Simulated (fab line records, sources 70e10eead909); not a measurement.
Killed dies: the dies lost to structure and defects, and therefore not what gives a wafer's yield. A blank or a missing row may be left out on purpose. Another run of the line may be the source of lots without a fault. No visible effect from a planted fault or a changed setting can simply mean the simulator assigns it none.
A single fault, viewed from 2 desks :: flow nand_harc :: numbers are kept per desk, each desk with only its own; the story behind them comes last

== AT THE METROLOGY DESK ==
Means of the sampled wafers that have a number, per lot and without regard to the tool the lot ran on: this is what the gauges read. Marked OUT: a lot whose mean sits more than 4 standard deviations from the usual mean, which makes it out of limits; the brackets give that distance.
Columns: A = thk_nm at NHARC_A_ONON_D2_THK_MEAS_34, usual 200.6 nm
lot: L809
first seen here: day 13 20:13
A: 200.1

lot: L810
first seen here: day 13 20:14
A: 202.6

lot: L812
first seen here: day 14 21:52
A: 202.6

lot: L813
first seen here: day 15 16:19
A: 203.8

lot: L814
first seen here: day 15 16:19
A: 202.1

lot: L817
first seen here: day 17 03:58
A: 201.8

lot: L818
first seen here: day 17 15:11
A: 199.4

lot: L819
first seen here: day 17 15:14
A: 200.9

lot: L820
first seen here: day 18 08:12
A: 196.9

lot: L825
first seen here: day 20 10:08
A: 189.3 (-4.0) OUT

lot: L827
first seen here: day 21 13:01
A: 191.3

lot: L829
first seen here: day 22 12:09
A: 196.9
Finding of this desk: L825 out of limits; the first was L825 at day 20 10:08, on thk_nm at NHARC_A_ONON_D2_THK_MEAS_34. L809, L810, L812, L813, L814, L817, L818, L819, L820, L827, L829 stayed within limits.

== THE TOOL OWNER'S DESK: pecvd-03 ==
The tool's own readings at NHARC_A_ONON_D2_DEP_33 (deposits SiO2, target thk 200 nm): means of the sampled wafers that have a number, for each lot that ran on this tool. Marked OUT: a lot whose mean sits more than 4 standard deviations from the usual mean, which makes it out of limits; the brackets give that distance.
Columns: A = heater_power_w at NHARC_A_ONON_D2_DEP_33, usual 546 W; B = mfc_precursor_sccm at NHARC_A_ONON_D2_DEP_33, usual 161.4 sccm; C = throttle_valve_pct at NHARC_A_ONON_D2_DEP_33, usual 15.8 %
lot: L810
first seen here: day 13 19:57
A: 528
B: 161.5
C: 15.7

lot: L812
first seen here: day 14 21:33
A: 456
B: 161.4
C: 16.0

lot: L814
first seen here: day 15 15:55
A: 616
B: 161.5
C: 15.9

lot: L825
first seen here: day 20 09:43
A: 524
B: 153.4 (-17) OUT
C: 15.7

lot: L827
first seen here: day 21 12:36
A: 587
B: 153.7 (-16) OUT
C: 15.6
Finding of this desk: L825, L827 out of limits; the first was L825 at day 20 09:43, on mfc_precursor_sccm at NHARC_A_ONON_D2_DEP_33. L810, L812, L814 stayed within limits.

== ALL TOGETHER ==
The tool owner's desk had the chance to raise an alarm at day 20 09:43 on L825, L827.
An alarm was possible from the metrology desk at day 20 10:08, on L825.
The metrology desk has L827 on record, within its limits.
Every lot named ran NHARC_A_ONON_D2_DEP_33 on pecvd-03.

== WHAT THE SIMULATOR HAD INSERTED ==
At NHARC_A_ONON_D2_DEP_33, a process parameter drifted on pecvd-03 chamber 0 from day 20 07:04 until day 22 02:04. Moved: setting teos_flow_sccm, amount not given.
Shown lots that were struck: L825, L827.
Fault start to first reading out of limits, in hours, per desk: tool owner, 3; metrology, 3.
